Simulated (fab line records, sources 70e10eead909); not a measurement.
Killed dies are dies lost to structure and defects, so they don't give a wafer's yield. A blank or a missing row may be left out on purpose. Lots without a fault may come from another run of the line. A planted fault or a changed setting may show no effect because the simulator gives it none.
A struck lot beside a sound one | flow nand_harc | 40 steps out of a route of 1159
Sound: wafers L771.2, L771.3, L771.6. Struck: wafer L783.3. (L783.4, L783.6 of the same lot were not struck and are left out.) The cause comes at the end.
At each step with rows: each side's tool, then ch and its chambers, then its first start. Under that, the readings that differ: sound wafers | struck wafers | difference of the means | sigmas: that difference in standard deviations of wafers without a fault.
alike: readings whose means differ by less than 2 such deviations, and words and numbers that are the same on both sides. not compared: withheld readings, readings that some wafer has no value for, bounds like >300 that may hide the same value, and numbers for which the record gives no deviation and whose values overlap.
The two part at a step that has a row with sigmas, a row that says differs or no value, or rows on one side only. Numbers that don't overlap but have no deviation are shown without sigmas and don't part them. A reading that every wafer of one side lacks parts them only if that side has two wafers or more.

NHARC_A_BLC_DESCUM_15: chemistry O2, time 3 s.
  sound on rie_diel-06 ch 1,2,3, day 20 04:05; struck on rie_diel-08 ch 0, day 23 13:22
  alike: chamber_pressure_mTorr, drypump_motor_current_A, o2_flow_sccm, oes_product_au, rf_vpp_V, showerhead_plenum_p_Torr, throttle_valve_pct
  not compared: rf_hours_counter_h
then, 3 steps without rows for these wafers: NHARC_A_BLC_ETCH_16 (etches the open film in CF4, target depth 39 nm, time 65 s); NHARC_A_BLC_ETCH_17 (etches the open film in N2/H2, target depth 390 nm, time 609.38 s); NHARC_A_BLC_ETCH_18 (etches the open film in C4F8/O2/Ar, target depth 910 nm).
NHARC_A_BLC_CD_MEAS_19:
  sound on cd_sem-02, day 20 05:03; struck on cd_sem-03, day 23 14:19
  alike: cd_nm
then, 5 steps without rows for these wafers: NHARC_A_BLC_STRIP_29 (strips in CF4); NHARC_A_BLC_STRIP_21 (strips in O2); NHARC_A_BLC_STRIP_22 (strips in post etch residue remover, time 600 s); NHARC_A_BLC_DEGAS_30 (time 60 s); NHARC_A_BLC_PRE_CLEAN_31 (time 15 s).
NHARC_A_BLC_PVD_32: deposits Ti, target thk 5 nm, time 17.7 s.
  sound on pvd_sputter-02; struck on pvd_sputter-03
  alike: throttle_valve_pct
then, 1 step without rows for these wafers: NHARC_A_BLC_ALD_23 (deposits TiN, target thk 3 nm, pulse time 1 s, ald cycles 150).
NHARC_A_BLC_CVD_24: deposits W, target thk 150 nm, time 434 s.
  sound on cvd_w-01 ch 0,1, day 20 09:22; struck on cvd_w-01 ch 0, day 24 07:53
  alike: heater_power_w, throttle_valve_pct
NHARC_A_BLC_CMP_25: polishes, t overpolish 30 s, target thk 150 nm.
  sound on cmp-04 ch 0,2,3, day 20 09:49; struck on cmp-03 ch 1, day 24 08:16
  alike: motor_current_A, overpolish_run_s, retaining_ring_pressure_frac, time_to_endpoint_s
then, 11 steps without rows for these wafers: NHARC_A_BLC_SRD_27; NHARC_A_M0_DEP_00 (deposits SiOC, target thk 150 nm); NHARC_A_M0_DEHYDRATE_01 (time 120 s); NHARC_A_M0_HMDS_02 (time 30 s); NHARC_A_M0_COAT_33 (time 65 s); NHARC_A_M0_COAT_03 (resist thk 90 nm); NHARC_A_M0_SOFTBAKE_04 (time 55 s); NHARC_A_M0_EBR_05; NHARC_A_M0_EXPOSE_06 (exposes mask A M0, target cd 80 nm); NHARC_A_M0_PEB_07 (peb time 65 s); NHARC_A_M0_DEVELOP_08 (develop time 35 s).
NHARC_A_M0_CD_MEAS_09: target cd 80 nm.
  sound on cd_sem-01 ch 0, day 20 11:16; struck on cd_sem-02 ch 0, day 24 09:38
  alike: cd_nm
NHARC_A_M0_OVL_MEAS_10: pitch 160 nm.
  sound on overlay-02, day 20 11:21; struck on overlay-01, day 24 09:43
  alike: overlay_x_nm, overlay_y_nm
then, 3 steps without rows for these wafers: NHARC_A_M0_DESCUM_14 (chemistry O2, time 3 s); NHARC_A_M0_ETCH_34 (etches the open film in N2/H2, target depth 40 nm, overetch 12 nm, time 43.94 s); NHARC_A_M0_ETCH_15 (etches the open film in C4F8/Ar, target depth 150 nm, overetch 15 nm, time 82.5 s).
NHARC_A_M0_CD_MEAS_16:
  sound on cd_sem-03, day 20 11:46; struck on cd_sem-03, day 24 10:08
  alike: cd_nm
NHARC_A_M0_STRIP_18: strips in N2/H2.
  sound on rie_diel-10 ch 0,1, day 20 11:52; struck on rie_diel-10 ch 1, day 24 10:11
  alike: chamber_pressure_mTorr, drypump_motor_current_A, oes_product_au, rf_fwd_power_W, rf_vpp_V, showerhead_plenum_p_Torr, throttle_valve_pct
  not compared: rf_hours_counter_h
then, 6 steps without rows for these wafers: NHARC_A_M0_STRIP_19 (strips in post etch residue remover, time 600 s); NHARC_A_M0_DEGAS_28 (time 60 s); NHARC_A_M0_PRE_CLEAN_29 (time 30 s); NHARC_A_M0_PVD_20 (deposits TaN, target thk 5 nm, time 8.06 s); NHARC_A_M0_PVD_21 (deposits Cu, target thk 30 nm, time 20.49 s); NHARC_A_M0_ECD_22 (material Cu, target thk 400 nm).
NHARC_A_M0_ANNEAL_30: time 90 s.
  sound on rtp_anneal-02 ch 0, day 20 13:11; struck on rtp_anneal-01 ch 0, day 24 11:47
  alike: anneal_temp_c, wafer_temp_C_max
NHARC_END_SORT_01:
  the record has rows for the struck wafers here (prober-01 ch 0, day 26 10:55) and none for the sound ones

WHERE THEY PART
Only at NHARC_END_SORT_01, within this record.

WHY: what the simulator had put in
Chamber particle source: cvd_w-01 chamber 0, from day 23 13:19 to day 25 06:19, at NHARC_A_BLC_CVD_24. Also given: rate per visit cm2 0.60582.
